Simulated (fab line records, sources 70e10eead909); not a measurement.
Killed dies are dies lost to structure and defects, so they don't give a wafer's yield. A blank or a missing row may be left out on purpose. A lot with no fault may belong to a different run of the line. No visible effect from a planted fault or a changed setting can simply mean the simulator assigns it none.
Which tool did it? -- flow nand harc -- 21 lots, 63 wafers sampled, at 6 steps of a route of 1302

## WHAT EACH GAUGE READ, for each wafer
No reading from a measuring or inspecting step in the record can be judged against a usual standard deviation.

## WHAT TOOL EACH LOT RAN ON (gives the tool, then ch and the chambers of the sampled wafers, and finally the start)
lot,NHARC_A_CHANNEL_FILL_D2_ALD_25,NHARC_A_CHANNEL_FILL_D2_STRIP_29,NHARC_A_STAIRCASE_ETCH_169,NHARC_A_STAIRCASE_TRIM_12,NHARC_A_STAIRCASE_ETCH_13,NHARC_A_STAIRCASE_TRIM_16
L075,"ald hk-04 ch 1,2,3, day 15 07:21","rie diel-06 ch 0,1,2, day 15 21:02 or earlier","rie diel-10 ch 0,2, day 15 21:02","rie diel-05 ch 2,3, day 15 22:52","rie diel-05 ch 0,2,3, no start","rie diel-05 ch 1,2,3, no start"
L074,"ald hk-02 ch 0,2,3, day 15 07:23","rie diel-08 ch 1,2, day 15 20:53 or earlier","rie diel-05 ch 0,1,2, day 15 20:53","rie diel-10 ch 0,2,3, day 15 22:35","rie diel-10 ch 0,2,3, no start","rie diel-10 ch 0,3, no start"
L076,"ald hk-03 ch 1,2,3, day 15 21:33","rie diel-06 ch 0,2,3, day 16 10:43 or earlier","rie diel-05 ch 0,2,3, day 16 10:43","rie diel-10 ch 1,2,3, day 16 12:31","rie diel-10 ch 0,2,3, no start","rie diel-10 ch 0,2,3, no start"
L079,"ald hk-03 ch 2,3, day 16 19:15","rie diel-06 ch 0,3, day 17 08:35 or earlier","rie diel-10 ch 1,2,3, day 17 08:35","rie diel-05 ch 1,2,3, day 17 10:28","rie diel-05 ch 1,2, no start","rie diel-05 ch 1,2, no start"
L078,"ald hk-02 ch 0,1,3, day 16 20:30","rie diel-08 ch 0,3, day 17 08:47 or earlier","rie diel-01 ch 0,1, day 17 08:47","rie diel-01 ch 0,2,3, day 17 10:40","rie diel-01 ch 0,1,3, no start","rie diel-01 ch 0,1,2, no start"
L080,"ald hk-02 ch 0,3, day 17 10:05","rie diel-06 ch 2,3, day 17 22:58 or earlier","rie diel-10 ch 1,2,3, day 17 22:58","rie diel-10 ch 1,3, day 18 00:50","rie diel-10 ch 1,2,3, no start","rie diel-10 ch 2,3, no start"
L082,"ald hk-03 ch 0,1,3, day 18 15:10","rie diel-06 ch 0,1,3, day 19 04:08 or earlier","rie diel-10 ch 0,1,3, day 19 04:08","rie diel-05 ch 0,2,3, day 19 06:33","rie diel-05 ch 0,1,3, no start","rie diel-05 ch 0,2,3, no start"
L083,"ald hk-03 ch 0,2,3, day 18 22:57","rie diel-06 ch 1,2, day 19 10:49 or earlier","rie diel-10 ch 1,2,3, day 19 10:49","rie diel-10 ch 1,2,3, day 19 12:39","rie diel-10 ch 2,3, no start","rie diel-10 ch 1,2, no start"
L084,"ald hk-02 ch 1,3, day 19 11:25","rie diel-08 ch 1,2,3, day 19 23:53 or earlier","rie diel-05 ch 0,1,2, day 19 23:53","rie diel-10 ch 0,3, day 20 01:44","rie diel-10 ch 0,1,3, no start","rie diel-10 ch 1,2,3, no start"
L085,"ald hk-04 ch 1,2,3, day 19 16:37","rie diel-06 ch 1,3, day 20 05:41 or earlier","rie diel-05 ch 0,1,3, day 20 05:41","rie diel-10 ch 0,2,3, day 20 07:56","rie diel-10 ch 0,1, no start","rie diel-10 ch 0,2,3, no start"
L086,"ald hk-03 ch 0,1,3, day 19 17:14","rie diel-08 ch 1,2,3, day 20 05:50 or earlier","rie diel-01 ch 0,2,3, day 20 05:50","rie diel-05 ch 1,2,3, day 20 08:05","rie diel-05 ch 0,1,2, no start","rie diel-05 ch 1,2,3, no start"
L087,"ald hk-03 ch 0,3, day 20 07:34","rie diel-08 ch 0,1, day 20 20:44 or earlier","rie diel-01 ch 1,2, day 20 20:44","rie diel-10 ch 0,3, day 20 22:43","rie diel-10 ch 0,1,3, no start","rie diel-10 ch 1,2,3, no start"
L089,"ald hk-03 ch 1,2, day 21 00:25","rie diel-08 ch 0,1, day 21 13:26 or earlier","rie diel-05 ch 0,1, day 21 13:26","rie diel-05 ch 0,2,3, day 21 15:38","rie diel-05 ch 0,2,3, no start","rie diel-05 ch 1,2,3, no start"
L088,"ald hk-02 ch 0,2,3, day 21 06:11","rie diel-08 ch 0,2,3, day 21 20:15 or earlier","rie diel-05 ch 0,1,3, day 21 20:15","rie diel-05 ch 1,2,3, day 21 21:59","rie diel-05 ch 0,2,3, no start","rie diel-05 ch 0,2,3, no start"
L090,"ald hk-03 ch 2,3, day 22 04:11","rie diel-06 ch 0,2,3, day 22 17:16 or earlier","rie diel-01 ch 0,2,3, day 22 17:16","rie diel-10 ch 1,3, day 22 19:14","rie diel-10 ch 0,2,3, no start","rie diel-10 ch 0,2, no start"
L091,"ald hk-02 ch 0,1,3, day 22 04:46","rie diel-08 ch 2,3, day 22 17:07 or earlier","rie diel-05 ch 0,1,2, day 22 17:07","rie diel-05 ch 1,2,3, day 22 18:55","rie diel-05 ch 0,1,3, no start","rie diel-05 ch 2,3, no start"
L092,"ald hk-03 ch 0,1,2, day 22 15:46","rie diel-08 ch 0,1,2, day 23 08:34 or earlier","rie diel-05 ch 0,2,3, day 23 08:34","rie diel-01 ch 0,1,2, day 23 10:22","rie diel-01 ch 0,1,3, no start","rie diel-01 ch 0,1,2, no start"
L095,"ald hk-03 ch 1,3, day 23 13:34","rie diel-03 ch 0,1,2, day 24 00:15 or earlier","rie diel-05 ch 1,2, day 24 00:15","rie diel-05 ch 1,3, day 24 02:05","rie diel-05 ch 0,1, no start","rie diel-05 ch 0,1,2, no start"
L096,"ald hk-02 ch 1,2,3, day 23 17:19","rie diel-03 ch 1,2, day 24 06:24 or earlier","rie diel-10 ch 0,2, day 24 06:24","rie diel-10 ch 0,2, day 24 08:22","rie diel-10 ch 2,3, no start","rie diel-10 ch 0,1,2, no start"
L093,"ald hk-04 ch 0,2,3, day 23 19:09","rie diel-06 ch 0,1,3, day 24 06:20 or earlier","rie diel-10 ch 0,1, day 24 06:20","rie diel-05 ch 1,2,3, day 24 08:14","rie diel-05 ch 1,2,3, no start","rie diel-05 ch 0,2,3, no start"
L097,"ald hk-04 ch 0,1,3, day 25 00:59","rie diel-06 ch 0,2,3, day 25 14:26 or earlier","rie diel-10 ch 1,2,3, day 25 14:26","rie diel-10 ch 1,2,3, day 25 16:17","rie diel-10 ch 0,1,2, no start","rie diel-10 ch 0,1,3, no start"
- NHARC_A_CHANNEL_FILL_D2_ALD_25: deposits SiOx, target thk 60 nm, pulse time 10 s, ald cycles 600.
- NHARC_A_CHANNEL_FILL_D2_STRIP_29: strips in O2, time 20 s.
- NHARC_A_STAIRCASE_ETCH_169: etches the open film in CH3F/O2, target depth 50 nm, time 107.1 s.
- NHARC_A_STAIRCASE_TRIM_12: chemistry O2, time 211.2 s.
- NHARC_A_STAIRCASE_ETCH_13: etches the open film in C4F8/O2, target depth 100 nm, time 40.5 s.
- NHARC_A_STAIRCASE_TRIM_16: chemistry O2, time 211.2 s.

## AS READ BY THE TOOLS THEMSELVES (means over the sampled wafers that have a number; for cases with no such wafer, the mark the record gives instead)
NHARC_A_CHANNEL_FILL_D2_ALD_25.
lot,tool,heater power w (W),precursor pulse height rel
L075,ald hk-04,509,1.004
L074,ald hk-02,448,0.993
L076,ald hk-03,513,0.997
L079,ald hk-03,503,0.989
L078,ald hk-02,465,0.999
L080,ald hk-02,458,1.004
L082,ald hk-03,515,1.007
L083,ald hk-03,499,1.000
L084,ald hk-02,477,1.004
L085,ald hk-04,534,0.999
L086,ald hk-03,513,0.997
L087,ald hk-03,538,0.998
L089,ald hk-03,488,1.027
L088,ald hk-02,436,0.994
L090,ald hk-03,513,1.009
L091,ald hk-02,468,1.009
L092,ald hk-03,477,0.991
L095,ald hk-03,512,1.007
L096,ald hk-02,455,0.985
L093,ald hk-04,513,0.989
L097,ald hk-04,510,0.989

NHARC_A_CHANNEL_FILL_D2_STRIP_29.
lot,tool,drypump motor current A (A),mfc ar sccm (sccm),oes product au (a.u.),rf vpp V (V),showerhead plenum p Torr (Torr),throttle valve pct (%)
L075,rie diel-06,5.8,0.011,0.991,57.8,3.52,17.028
L074,rie diel-08,5.4,0.001,0.995,57.4,3.39,17.039
L076,rie diel-06,5.6,0.021,0.993,58.2,3.47,17.036
L079,rie diel-06,5.5,0.018,0.990,57.2,3.32,17.036
L078,rie diel-08,5.9,0.006,1.002,58.9,3.47,17.042
L080,rie diel-06,5.5,0.027,1.009,57.6,3.48,17.032
L082,rie diel-06,5.5,0.014,0.994,57.7,3.38,17.040
L083,rie diel-06,5.9,0.014,0.996,58.6,3.68,17.045
L084,rie diel-08,5.6,0.001,1.001,57.9,3.43,17.046
L085,rie diel-06,5.4,0.021,1.002,57.1,3.39,17.032
L086,rie diel-08,5.6,0.001,1.005,57.5,3.43,17.040
L087,rie diel-08,5.9,0.008,1.005,57.4,3.54,17.039
L089,rie diel-08,6.1,0.014,1.004,58.6,3.54,17.039
L088,rie diel-08,5.8,0.006,0.995,57.5,3.42,17.028
L090,rie diel-06,5.6,0.021,1.002,58.3,3.47,17.040
L091,rie diel-08,5.4,0.000,1.000,57.2,3.35,17.034
L092,rie diel-08,5.8,0.007,1.004,57.8,3.46,17.035
L095,rie diel-03,6.0,0.010,0.989,56.7,3.44,17.039
L096,rie diel-03,6.2,0.000,0.990,57.4,3.57,17.040
L093,rie diel-06,5.5,0.014,0.995,57.6,3.38,17.034
L097,rie diel-06,5.6,0.021,0.997,58.1,3.47,17.028

NHARC_A_STAIRCASE_ETCH_169.
lot,tool,drypump motor current A (A),mfc ar sccm (sccm),oes product au (a.u.),rf vpp V (V),showerhead plenum p Torr (Torr),throttle valve pct (%)
L075,rie diel-10,5.3,200.3,0.962,245.5,2.53,20.665
L074,rie diel-05,5.4,200.4,0.978,244.0,2.48,20.666
L076,rie diel-05,5.1,199.8,0.977,244.9,2.50,20.662
L079,rie diel-10,6.0,199.9,0.942,245.8,2.50,20.667
L078,rie diel-01,5.9,200.3,0.983,246.6,2.58,20.665
L080,rie diel-10,6.0,199.9,0.960,244.8,2.50,20.668
L082,rie diel-10,5.8,200.3,0.950,245.1,2.46,20.661
L083,rie diel-10,6.0,200.5,0.964,244.5,2.49,20.653
L084,rie diel-05,5.4,199.9,0.970,243.9,2.47,20.675
L085,rie diel-05,5.5,199.9,0.954,243.5,2.39,20.656
L086,rie diel-01,5.6,199.5,0.955,244.0,2.48,20.659
L087,rie diel-01,5.7,199.8,0.982,244.2,2.51,20.666
L089,rie diel-05,5.5,200.0,0.965,243.5,2.44,20.666
L088,rie diel-05,5.6,200.4,0.958,243.5,2.39,20.670
L090,rie diel-01,5.6,199.1,0.978,244.3,2.48,20.670
L091,rie diel-05,5.4,199.9,0.967,244.6,2.46,20.666
L092,rie diel-05,5.1,200.1,0.980,245.3,2.48,20.659
L095,rie diel-05,5.2,200.4,0.963,245.2,2.49,20.669
L096,rie diel-10,5.5,199.7,0.947,245.9,2.54,20.663
L093,rie diel-10,5.5,199.5,0.953,244.5,2.48,20.668
L097,rie diel-10,6.0,200.1,0.945,245.0,2.47,20.665

NHARC_A_STAIRCASE_TRIM_12.
lot,tool,drypump motor current A (A),mfc ar sccm (sccm),oes product au (a.u.),rf vpp V (V),showerhead plenum p Torr (Torr),throttle valve pct (%)
L075,rie diel-05,5.2,0.017,1.006,58.5,3.52,17.030
L074,rie diel-10,5.6,0.006,0.996,58.2,3.57,17.046
L076,rie diel-10,6.0,0.004,1.000,58.2,3.59,17.048
L079,rie diel-05,5.4,0.014,1.003,58.6,3.49,17.029
L078,rie diel-01,5.6,0.029,1.008,58.9,3.58,17.021
L080,rie diel-10,6.3,0.001,1.000,57.9,3.55,17.034
L082,rie diel-05,5.2,0.014,1.000,58.1,3.57,17.044
L083,rie diel-10,6.0,0.004,1.013,57.4,3.57,17.029
L084,rie diel-10,5.6,0.003,1.010,58.0,3.46,17.029
L085,rie diel-10,5.6,0.006,1.006,57.8,3.56,17.028
L086,rie diel-05,5.5,0.014,0.997,57.5,3.48,17.037
L087,rie diel-10,5.6,0.003,1.008,57.2,3.46,17.034
L089,rie diel-05,5.1,0.014,1.006,58.2,3.56,17.039
L088,rie diel-05,5.4,0.014,0.992,57.3,3.47,17.039
L090,rie diel-10,6.2,0.001,1.003,58.2,3.53,17.035
L091,rie diel-05,5.4,0.014,1.007,56.8,3.47,17.034
L092,rie diel-01,5.7,0.014,1.000,58.2,3.60,17.037
L095,rie diel-05,5.8,0.003,1.003,57.4,3.34,17.042
L096,rie diel-10,5.5,0.009,1.003,58.7,3.64,17.040
L093,rie diel-05,5.4,0.014,0.991,57.2,3.47,17.040
L097,rie diel-10,6.1,0.004,1.016,57.8,3.54,17.033

NHARC_A_STAIRCASE_ETCH_13.
lot,tool,oes product au (a.u.),rf vpp V (V)
L075,rie diel-05,0.954,897
L074,rie diel-10,0.950,898
L076,rie diel-10,0.950,897
L079,rie diel-05,0.936,893
L078,rie diel-01,0.940,900
L080,rie diel-10,0.941,898
L082,rie diel-05,0.955,893
L083,rie diel-10,0.952,898
L084,rie diel-10,0.946,895
L085,rie diel-10,0.927,897
L086,rie diel-05,0.961,897
L087,rie diel-10,0.927,895
L089,rie diel-05,0.939,897
L088,rie diel-05,0.953,898
L090,rie diel-10,0.956,897
L091,rie diel-05,0.955,893
L092,rie diel-01,0.931,899
L095,rie diel-05,0.950,896
L096,rie diel-10,0.960,894
L093,rie diel-05,0.953,893
L097,rie diel-10,0.943,899

NHARC_A_STAIRCASE_TRIM_16.
lot,tool,drypump motor current A (A),mfc ar sccm (sccm),oes product au (a.u.),rf vpp V (V),showerhead plenum p Torr (Torr),throttle valve pct (%)
L075,rie diel-05,5.4,0.014,1.006,57.9,3.49,17.041
L074,rie diel-10,5.6,0.003,1.002,57.4,3.48,17.036
L076,rie diel-10,5.6,0.006,0.998,58.0,3.57,17.027
L079,rie diel-05,5.3,0.023,1.006,56.9,3.59,17.047
L078,rie diel-01,5.7,0.014,1.004,57.7,3.63,17.035
L080,rie diel-10,5.9,0.005,0.997,56.8,3.52,17.040
L082,rie diel-05,5.1,0.014,0.999,57.5,3.57,17.043
L083,rie diel-10,6.2,0.004,1.001,58.2,3.64,17.038
L084,rie diel-10,6.0,0.004,1.006,58.2,3.57,17.042
L085,rie diel-10,5.6,0.006,1.007,57.3,3.56,17.042
L086,rie diel-05,5.5,0.014,0.995,57.8,3.48,17.039
L087,rie diel-10,6.0,0.004,1.001,57.9,3.57,17.036
L089,rie diel-05,5.4,0.014,1.002,58.0,3.47,17.031
L088,rie diel-05,5.1,0.014,0.995,58.3,3.56,17.031
L090,rie diel-10,5.3,0.006,0.996,57.8,3.60,17.036
L091,rie diel-05,5.0,0.025,1.000,58.3,3.60,17.031
L092,rie diel-01,5.7,0.014,1.003,58.3,3.60,17.032
L095,rie diel-05,5.4,0.011,1.001,57.5,3.53,17.038
L096,rie diel-10,5.7,0.005,0.993,58.4,3.60,17.046
L093,rie diel-05,5.2,0.014,0.997,57.8,3.55,17.041
L097,rie diel-10,5.8,0.002,1.006,57.3,3.49,17.044

## THE ANSWER, worked out from the rows above alone
Rule: the usual values come from the lots themselves. Put in order of their means at a reading, lots are off if they are a third of the lots or fewer, leave a main group of 4 or more, and stand apart from it by a gap of 3 or more times the standard deviation of the main group's means; of several such gaps the widest counts. A main group whose means are all the same, to the digits that the tables above print for the reading, isn't used. Also off: a lot with no number at a reading for which 4 or more lots have one. The other lots that the step has rows for count as sound. After the gauges, taken in route order, come the tools' own readings; for these a lot's mean is taken, as printed above. The first step at which some lot is off is used, and at that step the reading that is off furthest; a lot without a number counts as furthest.
No lot is off at any reading shown: from this, nothing can be told.

## WHAT THE SIMULATOR PUT IN
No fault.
